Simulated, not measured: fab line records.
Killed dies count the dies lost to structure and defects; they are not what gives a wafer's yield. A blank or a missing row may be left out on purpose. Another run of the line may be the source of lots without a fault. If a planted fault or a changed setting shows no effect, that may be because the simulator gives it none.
fab line records -- flow nand-harc
[record] lots = 14, wafers = 39, last-day = 33
route steps=1302 shown A_CHANNEL_FILL_D1@508 A_DECK1_JOINT@543 A_ONON_D2@549 END@1302
lots with no fault: from the same line, run without faults
start-h: the number of hours between the record's first day and the start of the first shown wafer of the lot -- wait-h: hours elapsed since this lot's preceding step -- " repeats the value in the row above -- L1.1+2: a row that stands for several wafers -- - either no value or no given start -- * or withheld: withheld -- < > ~ a bound
route shown NAME@n: a module of which the file shows steps, and the number in the route of the first -- usual: the fault-free wafers' mean and standard deviation -- same: alike in all rows -- chamber/n: place in a boat -- sites: readings site by site -- _std_site: standard deviation of those values -- _edge_site: inner sites' mean taken away from outer sites' mean -- radius-mm: for every site, how far away it sits from the centre of the wafer -- mask NAME#n: copy n -- behind: tool/chamber where the wafer was last shaped -- hold: cause of the lot's hold/its duration in hours/its outcome -- device: the transistor (n, p or np) that didn't switch -- end of line: the tests these same wafers got at the end of their route -- for a step that has no rows: nothing shown but its recipe -- killed: dies that structure and defects cost at the first sort, which is not the same as the wafer's yield -- map: dies across one wafer; x = killed, . = not, _ = none there
set.NAME: the setting as run; set.NAME@STEP: as run at that earlier step -- model.NAME: the simulator's own value behind a step, which no gauge read
a sample of lots followed through the steps of the route, with each step as a table and each wafer as a row
services: a tool's chamber out of use, with start hour (start-h, from the record's first day; less than 0 if before it), hours out, and reason
[[steps]]
[step NHARC_A_CHANNEL_FILL_D1_ETCHBACK_08]
[recipe] target-depth-a = 2200, time-s = 110, c4f8-flow-sccm = 20, ar-flow-sccm = withheld, rf-w = 600, bias-w = 300, chemistry = C4F8
[usual] oes-product-au = 0.95/0.034, rf-vpp-V = 439.6/2.4
lot.wafer,tool,chamber,start-h,wait-h,oes-product-au,rf-hours-counter-h,rf-vpp-V
L680.4,rie-diel-13,0,-,-,0.96,4,438.2
L680.6,rie-diel-13,0,-,-,0.96,-,439.2
L680.5,rie-diel-13,1,-,-,0.96,-,439.7
L681.4,rie-diel-08,0,-,-,0.93,2,439.0
L681.3,rie-diel-08,1,-,-,0.91,2,445.2
L681.6,rie-diel-08,3,-,-,0.93,-,437.4
L683.3,rie-diel-13,3,-,-,0.99,5,439.8
L683.6,rie-diel-13,2,-,-,1.00,-,437.4
L683.5,rie-diel-13,3,-,-,1.00,-,439.9
L684.3,rie-diel-13,1,-,-,0.92,8,439.2
L684.4,rie-diel-13,0,-,-,0.93,6,438.5
L684.5,rie-diel-13,2,-,-,0.92,-,438.0
L686.3,rie-diel-13,3,-,-,0.91,7,440.9
L686.1,rie-diel-13,0,-,-,0.91,7,437.3
L686.2,rie-diel-13,1,-,-,0.91,9,439.5
L690.4,rie-diel-13,1,-,-,0.99,12,440.1
L690.2,rie-diel-13,0,-,-,0.99,11,439.2
L690.6,rie-diel-13,2,-,-,0.99,-,437.8
L689.3,rie-diel-08,2,-,-,0.92,5,443.2
L689.4,rie-diel-08,0,-,-,0.92,7,438.1
L689.6,rie-diel-08,2,-,-,0.93,-,442.4
L692.2,rie-diel-08,0,-,-,0.92,9,437.2
L692.1,rie-diel-08,1,-,-,0.92,7,444.2
L692.4,rie-diel-08,2,-,-,0.92,7,441.6
L694.4,rie-diel-08,0,-,-,1.00,0,436.9
L694.3,rie-diel-08,1,-,-,1.00,0,446.3
L694.5,rie-diel-08,1,-,-,1.00,-,445.6
L696.3,rie-diel-13,0,-,-,0.99,2,439.6
L696.6,rie-diel-13,0,-,-,1.00,-,438.2
L697.4,rie-diel-13,3,-,-,0.99,3,439.6
L697.2,rie-diel-13,0,-,-,0.98,2,437.4
L698.3,rie-diel-08,2,-,-,0.91,1,441.6
L698.2,rie-diel-08,1,-,-,0.90,1,445.7
L701.1,rie-diel-13,3,-,-,0.92,5,439.5
L701.4,rie-diel-13,0,-,-,0.93,-,437.3
L701.6,rie-diel-13,3,-,-,0.92,-,441.2
L702.2,rie-diel-09,0,-,-,0.92,4,439.0
L702.6,rie-diel-09,3,-,-,0.93,-,438.5
L702.5,rie-diel-09,0,-,-,0.92,-,437.5
[step NHARC_A_DECK1_JOINT_THK_MEAS_17]
[recipe] thk-meas-gauge = ellipsometry
[usual] thk-nm = 44.9/1.1
lot.wafer,tool,chamber,start-h,wait-h,thk-nm
L680.4,film-metro-02,-,268.08,0.1,44.4
L680.5,film-metro-02,-,268.08,0.1,44.5
L680.6,film-metro-02,-,268.08,0.1,45.2
L681.3,film-metro-01,-,292.31,0.3,44.7
L681.4,film-metro-01,-,292.31,0.3,44.3
L681.6,film-metro-01,-,292.31,0.3,44.9
L683.3,film-metro-02,-,300.83,0.2,44.3
L683.5,film-metro-02,-,300.83,0.2,46.7
L683.6,film-metro-02,-,300.83,0.2,45.7
L684.3,film-metro-02,-,314.90,0.2,44.6
L684.4,film-metro-02,-,314.90,0.2,46.6
L684.5,film-metro-02,-,314.90,0.2,43.7
L686.1,film-metro-02,-,321.46,0.2,44.9
L686.2,film-metro-02,-,321.46,0.2,44.1
L686.3,film-metro-02,-,321.46,0.2,45.1
L689.3,film-metro-01,-,377.59,0.3,47.1
L689.4,film-metro-01,-,377.59,0.3,46.0
L689.6,film-metro-01,-,377.59,0.3,44.6
L690.2,film-metro-01,-,377.76,0.2,47.7
L690.4,film-metro-01,-,377.76,0.2,44.9
L690.6,film-metro-01,-,377.76,0.2,44.4
L692.1,film-metro-01,-,394.65,0.2,43.9
L692.2,film-metro-01,-,394.65,0.2,43.7
L692.4,film-metro-01,-,394.65,0.2,43.6
L694.3,film-metro-02,-,420.09,0.2,44.5
L694.4,film-metro-02,-,420.09,0.2,45.6
L694.5,film-metro-02,-,420.09,0.2,45.9
L696.3,film-metro-01,-,433.34,0.2,45.6
L696.6,film-metro-01,-,433.34,0.2,44.8
L697.2,film-metro-02,-,438.47,0.2,43.1
L697.4,film-metro-02,-,438.47,0.2,45.1
L698.2,film-metro-01,-,452.57,0.3,44.8
L698.3,film-metro-01,-,452.57,0.3,44.4
L701.1,film-metro-01,-,484.29,0.3,43.6
L701.4,film-metro-01,-,484.29,0.3,44.7
L701.6,film-metro-01,-,484.29,0.3,43.2
L702.2,film-metro-01,-,498.45,0.3,45.1
L702.5,film-metro-01,-,498.45,0.3,46.5
L702.6,film-metro-01,-,498.45,0.3,45.1
[step NHARC_A_DECK1_JOINT_INSPECT_05]
[usual] raw-defect-count = 332/140
lot.wafer,tool,chamber,start-h,wait-h,raw-defect-count
L680.4,defect-inspect-02,-,268.11,0.0,249
L680.5,defect-inspect-02,-,268.11,0.0,275
L680.6,defect-inspect-02,-,268.11,0.0,164
L681.3,defect-inspect-02,-,292.34,0.0,446
L681.4,defect-inspect-02,-,292.34,0.0,602
L681.6,defect-inspect-02,-,292.34,0.0,284
L683.3,defect-inspect-02,-,300.87,0.0,146
L683.5,defect-inspect-02,-,300.87,0.0,173
L683.6,defect-inspect-02,-,300.87,0.0,236
L684.3,defect-inspect-02,-,314.93,0.0,253
L684.4,defect-inspect-02,-,314.93,0.0,200
L684.5,defect-inspect-02,-,314.93,0.0,212
L686.1,defect-inspect-01,-,321.50,0.0,187
L686.2,defect-inspect-01,-,321.50,0.0,148
L686.3,defect-inspect-01,-,321.50,0.0,160
L689.3,defect-inspect-02,-,377.63,0.0,228
L689.4,defect-inspect-02,-,377.63,0.0,329
L689.6,defect-inspect-02,-,377.63,0.0,311
L690.2,defect-inspect-02,-,377.79,0.0,303
L690.4,defect-inspect-02,-,377.79,0.0,677
L690.6,defect-inspect-02,-,377.79,0.0,375
L692.1,defect-inspect-01,-,394.69,0.0,375
L692.2,defect-inspect-01,-,394.69,0.0,217
L692.4,defect-inspect-01,-,394.69,0.0,333
L694.3,defect-inspect-02,-,420.12,0.0,249
L694.4,defect-inspect-02,-,420.12,0.0,458
L694.5,defect-inspect-02,-,420.12,0.0,191
L696.3,defect-inspect-02,-,433.38,0.0,443
L696.6,defect-inspect-02,-,433.38,0.0,920
L697.2,defect-inspect-02,-,438.51,0.0,196
L697.4,defect-inspect-02,-,438.51,0.0,238
L698.2,defect-inspect-01,-,452.60,0.0,366
L698.3,defect-inspect-01,-,452.60,0.0,252
L701.1,defect-inspect-02,-,484.32,0.0,363
L701.4,defect-inspect-02,-,484.32,0.0,355
L701.6,defect-inspect-02,-,484.32,0.0,339
L702.2,defect-inspect-01,-,498.48,0.0,297
L702.5,defect-inspect-01,-,498.48,0.0,309
L702.6,defect-inspect-01,-,498.48,0.0,322
[step NHARC_A_ONON_D2_DEP_06]
[recipe] target-thk-a = 10000, n2-flow-sccm = 2750, n2o-flow-sccm = 2000, nh3-flow-sccm = 500, sih4-flow-sccm = 210, temp-c = 400
[usual] sih4-flow-sccm = 210.1/0.53
lot.wafer,tool,chamber,start-h,wait-h,sih4-flow-sccm
L680.4,pecvd-onon-03,0,269.48,0.2,209.7
L680.5,pecvd-onon-03,0,269.48,0.2,209.2
L680.6,pecvd-onon-03,0,269.48,0.2,209.4
L681.3,pecvd-onon-03,0,293.66,0.2,210.4
L681.4,pecvd-onon-03,0,293.66,0.2,210.6
L681.6,pecvd-onon-03,0,293.66,0.2,209.4
L683.3,pecvd-onon-01,0,302.18,0.2,209.8
L683.5,pecvd-onon-01,0,302.18,0.2,209.7
L683.6,pecvd-onon-01,0,302.18,0.2,208.9
L684.3,pecvd-onon-01,0,316.24,0.2,209.9
L684.4,pecvd-onon-01,0,316.24,0.2,210.0
L684.5,pecvd-onon-01,0,316.24,0.2,209.6
L686.1,pecvd-onon-03,0,322.69,0.1,210.2
L686.2,pecvd-onon-03,0,322.69,0.1,210.8
L686.3,pecvd-onon-03,0,322.69,0.1,210.6
L689.3,pecvd-onon-01,0,379.07,0.2,210.3
L689.4,pecvd-onon-01,0,379.07,0.2,210.5
L689.6,pecvd-onon-01,0,379.07,0.2,210.1
L690.2,pecvd-onon-02,0,379.23,0.1,209.9
L690.4,pecvd-onon-02,0,379.23,0.1,210.2
L690.6,pecvd-onon-02,0,379.23,0.1,210.2
L692.1,pecvd-onon-02,0,395.91,0.1,209.6
L692.2,pecvd-onon-02,0,395.91,0.1,210.1
L692.4,pecvd-onon-02,0,395.91,0.1,209.5
L694.3,pecvd-onon-03,0,421.44,0.2,210.3
L694.4,pecvd-onon-03,0,421.44,0.2,210.7
L694.5,pecvd-onon-03,0,421.44,0.2,210.2
L696.3,pecvd-onon-02,0,434.70,0.2,211.2
L696.6,pecvd-onon-02,0,434.70,0.2,211.0
L697.2,pecvd-onon-02,0,439.77,0.1,210.1
L697.4,pecvd-onon-02,0,439.77,0.1,210.3
L698.2,pecvd-onon-02,0,453.85,0.1,209.9
L698.3,pecvd-onon-02,0,453.85,0.1,209.9
L701.1,pecvd-onon-03,0,485.53,0.1,210.3
L701.4,pecvd-onon-03,0,485.53,0.1,209.9
L701.6,pecvd-onon-03,0,485.53,0.1,210.2
L702.2,pecvd-onon-01,0,499.73,0.1,209.6
L702.5,pecvd-onon-01,0,499.73,0.1,209.5
L702.6,pecvd-onon-01,0,499.73,0.1,210.0
[step NHARC_A_ONON_D2_THK_MEAS_08]
[recipe] thk-meas-gauge = ellipsometry
[usual] thk-nm = 997/7.4
lot.wafer,tool,chamber,start-h,wait-h,thk-nm
L680.4,film-metro-02,-,269.81,-,984
L680.5,film-metro-02,-,269.81,-,984
L680.6,film-metro-02,-,269.81,-,983
L681.3,film-metro-01,-,294.06,-,997
L681.4,film-metro-01,-,294.06,-,997
L681.6,film-metro-01,-,294.06,-,997
L683.3,film-metro-02,-,302.58,-,1017
L683.5,film-metro-02,-,302.58,-,1017
L683.6,film-metro-02,-,302.58,-,1015
L684.3,film-metro-01,-,316.64,-,1011
L684.4,film-metro-01,-,316.64,-,1010
L684.5,film-metro-01,-,316.64,-,1010
L686.1,film-metro-02,-,323.20,-,1000
L686.2,film-metro-02,-,323.20,-,1001
L686.3,film-metro-02,-,323.20,-,997
L689.3,film-metro-01,-,379.46,-,1000
L689.4,film-metro-01,-,379.46,-,1000
L689.6,film-metro-01,-,379.46,-,1001
L690.2,film-metro-01,-,379.68,-,990
L690.4,film-metro-01,-,379.68,-,990
L690.6,film-metro-01,-,379.68,-,992
L692.1,film-metro-01,-,396.42,-,999
L692.2,film-metro-01,-,396.42,-,999
L692.4,film-metro-01,-,396.42,-,998
L694.3,film-metro-02,-,421.83,-,988
L694.4,film-metro-02,-,421.83,-,988
L694.5,film-metro-02,-,421.83,-,985
L696.3,film-metro-02,-,435.09,-,450
L696.6,film-metro-02,-,435.09,-,992
L697.2,film-metro-01,-,440.22,-,985
L697.4,film-metro-01,-,440.22,-,447
L698.2,film-metro-01,-,454.31,-,1004
L698.3,film-metro-01,-,454.31,-,464
L701.1,film-metro-01,-,486.04,-,1004
L701.4,film-metro-01,-,486.04,-,1006
L701.6,film-metro-01,-,486.04,-,1004
L702.2,film-metro-01,-,500.18,-,994
L702.5,film-metro-01,-,500.18,-,996
L702.6,film-metro-01,-,500.18,-,994
[step NHARC_END_SORT_01]
[recipe] temp-c = 25
[usual] killed-at-array = 54/21, killed-at-other = 1.0/1.2, killed-at-periphery = 3.6/2.6, killed-dies = 58/20, killed-open = 3.3/1.9, killed-short = 2.6/1.5
[same] gross-dies = 677
lot.wafer,tool,chamber,start-h,wait-h,killed-at-array,killed-at-other,killed-at-periphery,killed-dies,killed-open,killed-short
L690.2,prober-01,0,660.58,2.8,35,2,3,40,8,3
L690.4,prober-01,0,662.17,3.4,36,2,4,42,4,1
L690.6,prober-01,0,663.76,4.0,37,2,3,42,4,3
L689.6,prober-01,0,679.97,4.0,64,1,5,70,5,2
L692.1,prober-02,0,687.41,2.5,20,0,3,23,3,0
L692.2,prober-02,0,688.22,2.8,24,1,8,33,2,3
L692.4,prober-02,0,689.84,3.4,22,0,6,28,6,5
L697.2,prober-01,0,715.16,2.8,42,1,4,47,4,2
L697.4,prober-01,0,716.79,3.5,671,2,4,677,1,3
L696.3,prober-02,0,715.83,3.1,669,0,8,677,4,2
L696.6,prober-02,0,718.21,4.0,74,1,11,86,7,2
L694.3,prober-01,0,730.61,3.1,93,0,4,97,5,2
L694.4,prober-01,0,731.40,3.4,65,1,0,66,4,1
L694.5,prober-01,0,732.19,3.7,73,1,7,81,4,4
L698.2,prober-02,0,741.34,2.8,54,1,1,56,3,3
L698.3,prober-02,0,742.13,3.1,672,2,3,677,2,4
// killed by level:class
L690.2 A_CHANNEL_HOLE_D1:chamber-film-flake=10 A_CONTACT:chamber-film-flake=6 A_M0:geometric-particle:open=3 A_CHANNEL_HOLE_D2:unspecified=3 A_SLIT:chamber-film-flake=3 A_ONON_D2:geometric-particle:open=2 P_GATE:chamber-film-flake=2 THIN_TSV:chamber-film-flake=2
L690.4 A_CHANNEL_HOLE_D1:chamber-film-flake=13 A_CONTACT:chamber-film-flake=12 A_STAIRCASE:chamber-film-flake=2 THIN_TSV:chamber-film-flake=2 P_GATE:geometric-particle:open=1 P_M0:geometric-particle:open=1 A_DECK1_JOINT:geometric-particle:short=1 A_ONON_D2:geometric-particle:open=1
L690.6 A_CHANNEL_HOLE_D1:chamber-film-flake=12 A_CONTACT:chamber-film-flake=6 A_STAIRCASE:chamber-film-flake=3 A_SLIT:chamber-film-flake=3 P_ZERO_WELL:chamber-film-flake=2 A_ZERO_WELL:chamber-film-flake=2 A_CHANNEL_HOLE_D2:chamber-film-flake=2 P_GATE:geometric-particle:short=1
L689.6 A_CHANNEL_HOLE_D1:chamber-film-flake=28 A_SLIT:chamber-film-flake=15 A_CHANNEL_HOLE_D2:chamber-film-flake=6 P_ZERO_WELL:chamber-film-flake=3 A_DECK1_JOINT:chamber-film-flake=3 A_M1:chamber-film-flake=3 P_CONTACT:geometric-particle:open=2 A_STAIRCASE:chamber-film-flake=2
L692.1 A_STAIRCASE:chamber-film-flake=4 A_WL_FILL:chamber-film-flake=4 A_CHANNEL_HOLE_D1:chamber-film-flake=3 A_CHANNEL_FILL_D2:chamber-film-flake=3 P_STI:chamber-film-flake=2 P_M0:geometric-particle:open=1 A_WL_FILL:geometric-particle:open=1 A_BLC:geometric-particle:open=1
L692.2 P_GATE:chamber-film-flake=6 A_CHANNEL_HOLE_D1:chamber-film-flake=6 A_CONTACT:chamber-film-flake=3 P_STI:chamber-film-flake=2 A_CHANNEL_HOLE_D2:chamber-film-flake=2 A_CHANNEL_FILL_D2:chamber-film-flake=2 A_WL_FILL:chamber-film-flake=2 A_M1:chamber-film-flake=2
L692.4 A_WL_FILL:chamber-film-flake=5 A_ONON_D2:geometric-particle:short=3 P_GATE:chamber-film-flake=3 A_CHANNEL_HOLE_D1:chamber-film-flake=3 A_SLIT:chamber-film-flake=3 P_CONTACT:geometric-particle:open=2 P_M1:geometric-particle:short=1 A_ONON_D1:geometric-particle:open=1
L697.2 A_CHANNEL_HOLE_D1:chamber-film-flake=27 A_CONTACT:chamber-film-flake=5 A_BLC:chamber-film-flake=3 P_ZERO_WELL:chamber-film-flake=2 A_WL_FILL:chamber-film-flake=2 P_M0:geometric-particle:open=1 A_ONON_D1:geometric-particle:short=1 A_DECK1_JOINT:geometric-particle:short=1
L696.3 A_ONON_D2:area-dep=592 A_CHANNEL_HOLE_D1:chamber-film-flake=41 A_CHANNEL_HOLE_D2:chamber-film-flake=17 A_SLIT:chamber-film-flake=5 P_STI:chamber-film-flake=3 A_CONTACT:chamber-film-flake=3 P_CONTACT:chamber-film-flake=2 A_STAIRCASE:chamber-film-flake=2
L697.4 A_ONON_D2:area-dep=627 A_CHANNEL_HOLE_D1:chamber-film-flake=29 A_CHANNEL_FILL_D1:chamber-film-flake=3 P_ZERO_WELL:chamber-film-flake=2 P_M1:chamber-film-flake=2 A_SLIT:chamber-film-flake=2 A_CONTACT:chamber-film-flake=2 A_BLC:chamber-film-flake=2
L696.6 A_CHANNEL_HOLE_D1:chamber-film-flake=38 A_CHANNEL_HOLE_D2:chamber-film-flake=17 A_CONTACT:chamber-film-flake=12 P_CONTACT:geometric-particle:open=2 P_M0:geometric-particle:open=2 P_STI:chamber-film-flake=2 P_CONTACT:chamber-film-flake=2 P_BONDPAD:geometric-particle:open=1
L694.3 A_CHANNEL_HOLE_D1:chamber-film-flake=40 A_SLIT:chamber-film-flake=36 A_CONTACT:chamber-film-flake=5 A_ONON_D1:geometric-particle:open=3 A_CHANNEL_FILL_D1:chamber-film-flake=3 P_BONDPAD:chamber-film-flake=2 P_CONTACT:geometric-particle:short=1 A_CHANNEL_FILL_D2:geometric-particle:short=1
L694.4 A_CHANNEL_HOLE_D1:chamber-film-flake=31 A_SLIT:chamber-film-flake=16 A_CHANNEL_HOLE_D2:chamber-film-flake=5 A_CONTACT:chamber-film-flake=4 A_BLC:geometric-particle:open=2 A_CHANNEL_FILL_D1:chamber-film-flake=2 A_DECK1_JOINT:chamber-film-flake=2 A_SOURCE_PLATE:geometric-particle:short=1
L694.5 A_SLIT:chamber-film-flake=27 A_CHANNEL_HOLE_D1:chamber-film-flake=24 A_CONTACT:chamber-film-flake=10 P_BONDPAD:chamber-film-flake=3 A_CHANNEL_HOLE_D2:chamber-film-flake=3 P_CONTACT:chamber-film-flake=2 P_GATE:geometric-particle:open=1 A_CHANNEL_FILL_D1:geometric-particle:open=1
L698.2 A_CHANNEL_HOLE_D2:chamber-film-flake=24 A_SLIT:chamber-film-flake=18 A_STAIRCASE:chamber-film-flake=5 P_M0:geometric-particle:open=1 A_ONON_D1:geometric-particle:short=1 A_CHANNEL_HOLE_D2:geometric-particle:open=1 A_SGD_CUT:geometric-particle:short=1 A_WL_FILL:geometric-particle:short=1
L698.3 A_ONON_D2:area-dep=614 A_SLIT:chamber-film-flake=29 A_CHANNEL_HOLE_D2:chamber-film-flake=16 A_CHANNEL_HOLE_D1:chamber-film-flake=6 A_STAIRCASE:chamber-film-flake=2 P_GATE:geometric-particle:short=1 P_CONTACT:geometric-particle:short=1 A_ONON_D1:geometric-particle:open=1
[[services]]
tool,chamber,start-h,hours,kind
rie-diel-13,0,205.88,2.7,repair
rie-diel-09,-,208.35,5.2,repair
rie-diel-13,3,212.98,2.3,repair
rie-diel-13,0,223.03,-,clean
rie-diel-13,1,223.03,-,clean
rie-diel-13,2,223.03,-,clean
rie-diel-13,3,223.03,-,clean
pecvd-onon-03,-,227.19,13.0,pm
rie-diel-13,3,236.75,9.1,repair
rie-diel-13,0,247.53,-,clean
rie-diel-13,1,247.53,-,clean
rie-diel-13,2,247.53,-,clean
rie-diel-08,1,258.04,2.9,repair
pecvd-onon-01,-,269.27,13.0,pm
rie-diel-09,-,320.10,9.0,pm
rie-diel-13,-,342.00,9.0,pm
pecvd-onon-02,-,366.00,13.0,pm
rie-diel-08,-,367.80,9.0,pm
pecvd-onon-03,-,408.19,13.0,pm
rie-diel-13,2,416.51,25.1,repair
rie-diel-09,3,428.65,2.7,repair
pecvd-onon-01,-,450.27,13.0,pm
rie-diel-08,1,468.78,15.5,repair
rie-diel-09,-,497.10,9.0,pm
[[key]]
[first-sign] step = NHARC_A_ONON_D2_THK_MEAS_08, reading = thk-nm, direction = down, sigmas = 74, usual = 997, struck = 454
[effect] step = NHARC_END_SORT_01, reading = killed-dies, direction = up, sigmas = 30, usual = 58, struck = 677
[more-kills-born-at] NHARC_A_ONON_D2_DEP_06@pecvd-onon-02 = 1833
met-at NHARC_A_ONON_D2_DEP_06
struck-lots L696,L697,L698
struck-wafers L696.3,L697.4,L698.3
later-rows-left-out L696.3,L697.4,L698.3
tester-left-out L696,L697,L698
not-acting-at NHARC_A_CHANNEL_FILL_D1_ETCHBACK_08,NHARC_A_DECK1_JOINT_THK_MEAS_17,NHARC_A_DECK1_JOINT_INSPECT_05
onset-between 395.91 434.70
[fault] kind = process-parameter-drift, tool = pecvd-onon-02, chamber = -, onset-h = 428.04, steps = NHARC_A_ONON_D2_DEP_06, channel = target-thk-a, offset = *, shape = step, end-h = 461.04, scope = struck-wafers-only, acts-in = *, stated = *
// tester-left-out: of these lots the tester's yield and bins aren't shown, on N5 and GAA mostly nor the transistor test; their killed dies are dies lost to structure and defects alone, not to doping, threshold or leakage, so they don't give the yield
// later-rows-left-out: the simulator's readings of these wafers behind a module that went badly wrong aren't trusted and aren't shown, but for the sort
